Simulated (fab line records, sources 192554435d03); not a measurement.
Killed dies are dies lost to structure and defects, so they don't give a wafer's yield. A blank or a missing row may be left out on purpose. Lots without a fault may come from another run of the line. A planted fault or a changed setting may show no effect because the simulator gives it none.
Split-lot experiment | flow n5_finfet | 7 lots, 21 wafers read, on a route of 1938 steps

THE SPLIT
At N5_BEOL_M2_ETCH_69 (etches SiARC in CF4, target depth 15.6 nm, time 26 s), the setting bias_w was moved away from the recipe's 36 W on 3 of the 21 wafers read, by -12.9% to +8.6%. The other wafers ran this setting at the recipe's value.

The reading is taken at the split's own step.

THE READING
rf_vpp_V, in V, at N5_BEOL_M2_ETCH_69 (etches SiARC in CF4, target depth 15.6 nm, time 26 s). Fault-free wafers of this fab line usually give 184.1 V, standard deviation 1 V.

wafer  | tool, chamber at the split | bias_w as run, W | against the recipe | rf_vpp_V, V | against lot-mates on the recipe
L076.2 | rie_diel-04, 1             | 36               | recipe             | 183.7       | -
L076.4 | rie_diel-04, 0             | 33.02            | -8.3%              | 174.9       | -8.7
L076.5 | rie_diel-04, 1             | 36               | recipe             | 183.4       | -
L082.1 | rie_diel-02, 3             | 36               | recipe             | 183.9       | -
L082.2 | rie_diel-02, 2             | 39.08            | +8.6%              | 192.8       | +9.0
L082.3 | rie_diel-02, 1             | 36               | recipe             | 183.7       | -
L086.2 | rie_diel-01, 1             | 36               | recipe             | 182.7       | -
L086.5 | rie_diel-01, 3             | 36               | recipe             | 183.8       | -
L086.6 | rie_diel-01, 0             | 36               | recipe             | 185.5       | -
L087.2 | rie_diel-04, 0             | 36               | recipe             | 182.9       | -
L087.3 | rie_diel-04, 1             | 36               | recipe             | 183.1       | -
L087.6 | rie_diel-04, 0             | 36               | recipe             | 183.6       | -
L088.4 | rie_diel-04, 0             | 36               | recipe             | 184.8       | -
L088.5 | rie_diel-04, 2             | 31.34            | -12.9%             | 168.6       | -15.7
L088.6 | rie_diel-04, 1             | 36               | recipe             | 183.7       | -
L089.1 | rie_diel-04, 3             | 36               | recipe             | 184.5       | -
L089.5 | rie_diel-04, 0             | 36               | recipe             | 186.5       | -
L089.6 | rie_diel-04, 3             | 36               | recipe             | 184.3       | -
L091.3 | rie_diel-02, 3             | 36               | recipe             | 183.1       | -
L091.4 | rie_diel-02, 0             | 36               | recipe             | 183.6       | -
L091.5 | rie_diel-02, 2             | 36               | recipe             | 183.0       | -

THE FIT
A straight line over all 21 wafers: rf_vpp_V changes by +1.12 V for each +1% of bias_w; r = +0.98; the points scatter about the line by 0.94 V.
The same after taking each lot's own level away (the mean of its wafers on the recipe; 21 wafers): +1.13 V for each +1%; r = +0.99; scatter 0.73 V.
On that fit, the largest move of bias_w shifts the reading by 15 V.
The lots' own levels span 183.20 to 185.10 V, that is 1.9 times the standard deviation above.
So the lot-to-lot level changes the slope little: the two slopes agree.
Check: with one of the wafers moved furthest among these (-12.9%) left out of the fit, the line predicts -13.6 V for it against its lot-mates. It came out at -15.7 V against them.
Tool readings at the split's step, against how far the setting was moved: rf_vpp_V r = +0.98.

OTHER SPLITS ON THESE WAFERS
These wafers also went through other splits before the reading. Each is held against what the fit with the lots' levels taken away leaves over:
other split on the same wafers        | wafers away from the commonest value | r with rf_vpp_V (lot level and that fit taken away)
N5_GATE_CUT_ALD_22 ald_cycles         | 7                                    | -0.47
N5_MOL_CONTACT_COAG_COAT_104 spin_rpm | 8                                    | -0.02
N5_MOL_CONTACT_COAG_ETCH_91 source_w  | 7                                    | +0.40
N5_BEOL_M0_SAQP_ETCH_84 time_s        | 7                                    | -0.10
N5_BEOL_M0_CUTY_DESCUM_61 time_s      | 6                                    | +0.07
N5_BEOL_M0_ETCH_138 source_w          | 9                                    | -0.42
N5_BEOL_M1_ILD_DEP_00 time_s          | 11                                   | +0.34
N5_BEOL_M1_EXPOSE_08 dose_mj          | 7                                    | +0.09
N5_BEOL_M2_COAT_62 spin_rpm           | 2                                    | -0.16
N5_BEOL_M2_ETCH_74 source_w           | 3                                    | -0.04

THE FILE'S OWN FIT
rf_vpp_V changes by +1.14 V for each +1% of bias_w, r = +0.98.
